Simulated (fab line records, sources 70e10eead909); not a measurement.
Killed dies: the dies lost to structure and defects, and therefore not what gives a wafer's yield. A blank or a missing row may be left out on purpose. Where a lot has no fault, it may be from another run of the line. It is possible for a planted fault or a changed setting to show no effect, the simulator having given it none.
Which of the tools did it? ; flow nandHarc ; 36 wafers from 12 lots sampled at 5 of the route's 1302 steps

WHAT THE GAUGES READ, wafer by wafer
NHARC_P_ZERO_WELL_CD_MEAS_11: target cd 500 nm. Usual: cdNm reads 498.9 nm (standard deviation 2.6).
lot;measured;on;cdNm (nm);flag
L561;day 1 21:16;cdSem-02;494.5 499.8 498.0;
L562;day 2 07:14;cdSem-02;500.5 496.2 503.2;
L563;day 2 17:08;cdSem-01;502.8 500.8 498.4;
L564;day 3 03:14;cdSem-01;499.1 499.2 494.6;
L565;day 3 13:29;cdSem-03;494.0 494.9 499.0;
L566;day 3 23:15;cdSem-01;494.5 496.9 499.5;
L569;day 5 05:14;cdSem-02;500.7 498.8 498.0;
L572;day 6 11:14;cdSem-01;499.8 496.7 502.1;
L576;day 8 03:15;cdSem-01;496.0 495.2 498.9;
L577;day 8 13:07;cdSem-01;499.5 501.0 496.9;
L583;day 11 01:08;cdSem-02;502.9 496.1 500.8;
L584;day 11 11:14;cdSem-01;495.9 495.3 495.6;

NHARC_P_STI_OVL_MEAS_10. Usual: overlayXNm 0 nm, standard deviation 5.4; overlayYNm 0 nm, standard deviation 7.6.
lot;measured;on;overlayXNm (nm);overlayYNm (nm);flag
L561;day 2 20:46;overlay-01;-6 -6 -6;-7 -6 -7;
L562;day 3 07:04;overlay-01;2 3 3;-3 -3 -3;
L563;day 3 17:01;overlay-02;-1 -1 -1;10 10 10;
L564;day 4 03:11;overlay-02;1 0 0;16 16 16;
L565;day 4 12:54;overlay-01;7 7 7;5 6 6;
L566;day 4 20:47;overlay-02;5 5 5;-4 -5 -5;
L569;day 6 04:31;overlay-01;7 7 7;0 0 0;
L572;day 7 08:51;overlay-02;-6 -7 -7;-15 -14 -14;
L583;day 12 01:38;overlay-01;2 2 2;1 1 1;
L584;day 12 10:16;overlay-02;4 5 5;-1 0 0;

NHARC_END_SORT_01. Usual: killedAtArray 55, standard deviation 17; killedAtOther 0.9, standard deviation 1.2; killedAtPeriphery 3.7, standard deviation 2.5; killedDies 59, standard deviation 18; killedOpen 3.4, standard deviation 1.9; killedShort 2.6, standard deviation 1.6.
lot;measured;on;killedAtArray;killedAtOther;killedAtPeriphery;killedDies;killedOpen;killedShort;flag
L572;day 29 02:49;prober-01;58;0;6;64;3;2;
L576;day 30 09:46;prober-02;64 42 50;0 0 2;613 635 625;677 677 677;5 2 4;1 2 2;OFF
L577;day 31 19:11;prober-01;60 38 50;2 0 1;615 639 626;677 677 677;7 6 4;1 2 4;OFF

TOOL THAT RAN EACH LOT (tool first, then ch and the chambers of the sampled wafers, then the start)
lot;NHARC_P_ZERO_WELL_ETCH_65;NHARC_P_ZERO_WELL_ETCH_62
L561;rieDiel-01 ch 0,2,3, day 1 21:35;rieDiel-01 ch 0,2, day 1 21:41
L562;rieDiel-07 ch 1,3, day 2 07:31;rieDiel-07 ch 1,3, day 2 07:38
L563;rieDiel-01 ch 0,2, day 2 17:23;rieDiel-01 ch 2,3, day 2 17:28
L564;rieDiel-13 ch 0,1,3, day 3 03:29;rieDiel-13 ch 0,2,3, day 3 03:40
L565;rieDiel-01 ch 2,3, day 3 13:43;rieDiel-01 ch 0,3, day 3 13:49
L566;rieDiel-13 ch 1,2,3, day 3 23:37;rieDiel-13 ch 1,2,3, day 3 23:46
L569;rieDiel-01 ch 1,2,3, day 5 05:30;rieDiel-01 ch 0,3, day 5 05:47
L572;rieDiel-07 ch 0,2, day 6 11:29;rieDiel-07 ch 0,1, day 6 11:35
L576;rieDiel-01 ch 0,2,3, day 8 03:29;rieDiel-01 ch 1,3, day 8 03:35
L577;rieDiel-07 ch 0,1,2, day 8 13:21;rieDiel-07 ch 0,1,2, day 8 13:27
L583;rieDiel-01 ch 0,1,3, day 11 01:23;rieDiel-01 ch 0,1, day 11 01:28
L584;rieDiel-13 ch 0,2,3, day 11 11:29;rieDiel-13 ch 0,1,2, day 11 11:35
- NHARC_P_ZERO_WELL_ETCH_65: etches the open film in N2/H2, target depth 80 nm, overetch 24 nm, time 87.88 s.
- NHARC_P_ZERO_WELL_ETCH_62: etches the open film in CHF3/Ar, target depth 13 nm, time 6.5 s.

WHAT THE TOOLS THEMSELVES READ (means of the sampled wafers that have a number; where no wafer has one, the mark that the record gives instead)
NHARC_P_ZERO_WELL_ETCH_65. Usual: for biasW, 150.0 W with a standard deviation of 0.42; for chamberPressureMTorr, 30.003 mTorr with a standard deviation of 0.026; for drypumpMotorCurrentA, 5.7 A with a standard deviation of 0.5; for oesProductAu, 1.004 a.u. with a standard deviation of 0.012; for rfVppV, 431.2 V with a standard deviation of 1.7; for showerheadPlenumPTorr, 2.06 Torr with a standard deviation of 0.052; for throttleValvePct, 14.172 % with a standard deviation of 0.0095.
lot;tool;biasW (W);chamberPressureMTorr (mTorr);drypumpMotorCurrentA (A);oesProductAu (a.u.);rfVppV (V);showerheadPlenumPTorr (Torr);throttleValvePct (%);flag
L561;rieDiel-01;150.3;29.999;5.7;1.003;430.8;2.04;14.174;
L562;rieDiel-07;150.4;29.997;5.9;1.005;432.6;2.11;14.173;
L563;rieDiel-01;149.8;30.002;6.0;1.020;430.9;2.03;14.181;
L564;rieDiel-13;149.6;29.993;5.8;1.002;431.4;2.06;14.168;
L565;rieDiel-01;149.8;29.997;5.5;1.013;430.4;2.05;14.168;
L566;rieDiel-13;150.2;29.987;5.9;1.007;430.7;2.02;14.178;
L569;rieDiel-01;149.5;29.986;5.2;1.002;431.4;2.06;14.176;
L572;rieDiel-07;150.0;29.996;6.0;0.995;430.8;2.07;14.172;
L576;rieDiel-01;149.7;30.015;5.7;1.007;430.5;2.03;14.158;
L577;rieDiel-07;150.0;29.992;6.0;0.994;432.5;2.10;14.177;
L583;rieDiel-01;150.5;30.001;5.6;1.007;429.5;2.01;14.165;
L584;rieDiel-13;149.7;30.016;5.8;0.995;429.3;2.03;14.181;

NHARC_P_ZERO_WELL_ETCH_62. Usual: for biasW, 199.9 W with a standard deviation of 0.61; for chamberPressureMTorr, 24.998 mTorr with a standard deviation of 0.022; for drypumpMotorCurrentA, 5.7 A with a standard deviation of 0.52; for oesProductAu, 0.967 a.u. with a standard deviation of 0.016; for rfVppV, 371.0 V with a standard deviation of 1.4; for showerheadPlenumPTorr, 2.36 Torr with a standard deviation of 0.051; for throttleValvePct, 20.217 % with a standard deviation of 0.0091.
lot;tool;biasW (W);chamberPressureMTorr (mTorr);drypumpMotorCurrentA (A);oesProductAu (a.u.);rfVppV (V);showerheadPlenumPTorr (Torr);throttleValvePct (%);flag
L561;rieDiel-01;199.8;25.017;5.6;0.962;371.7;2.36;20.212;
L562;rieDiel-07;199.6;24.997;5.4;0.960;372.1;2.40;20.213;
L563;rieDiel-01;200.1;24.984;5.5;0.990;370.6;2.36;20.219;
L564;rieDiel-13;200.0;25.002;5.8;0.979;371.0;2.36;20.217;
L565;rieDiel-01;200.1;24.960;5.8;0.995;369.6;2.34;20.211;
L566;rieDiel-13;199.1;25.002;5.9;0.952;369.7;2.33;20.223;
L569;rieDiel-01;199.3;25.012;5.8;0.972;371.0;2.33;20.221;
L572;rieDiel-07;199.2;25.015;6.0;0.970;373.4;2.45;20.218;
L576;rieDiel-01;-;-;-;-;-;-;-;OFF
L577;rieDiel-07;-;-;-;-;-;-;-;OFF
L583;rieDiel-01;199.6;25.000;5.8;0.974;369.1;2.30;20.218;
L584;rieDiel-13;200.0;24.996;5.7;0.964;370.1;2.33;20.208;

THE ANSWER, worked out from the rows above alone
Rule: lot off if the mean of its wafers having a number is beyond 3 standard deviations from the usual mean. A lot without any number at a reading at which 4 lots or more have one is off too. All remaining lots with rows at the step are treated as sound. Order of review: gauges by route order, followed by the tools' own readings, for which a lot's mean as printed above is used. At the first step where some lot is off, the reading lying furthest off is the one used; lots without a number count as furthest.
Off: L576, L577 (NHARC_END_SORT_01, killedAtPeriphery). Neither off nor sound, because the step has no rows for them: L561, L562, L563, L564, L565, L566, L569, L583, L584.
A tool fits if, at a process step before that reading, it ran every lot that is off, and no sound lot after the first of them. Not tried: the gauges at NHARC_END_SORT_01; whatever is off there is also off at NHARC_P_ZERO_WELL_ETCH_62, on other tools, and gauge error can't account for it. None of those tried fits.

WHAT HAD BEEN PUT IN BY THE SIMULATOR
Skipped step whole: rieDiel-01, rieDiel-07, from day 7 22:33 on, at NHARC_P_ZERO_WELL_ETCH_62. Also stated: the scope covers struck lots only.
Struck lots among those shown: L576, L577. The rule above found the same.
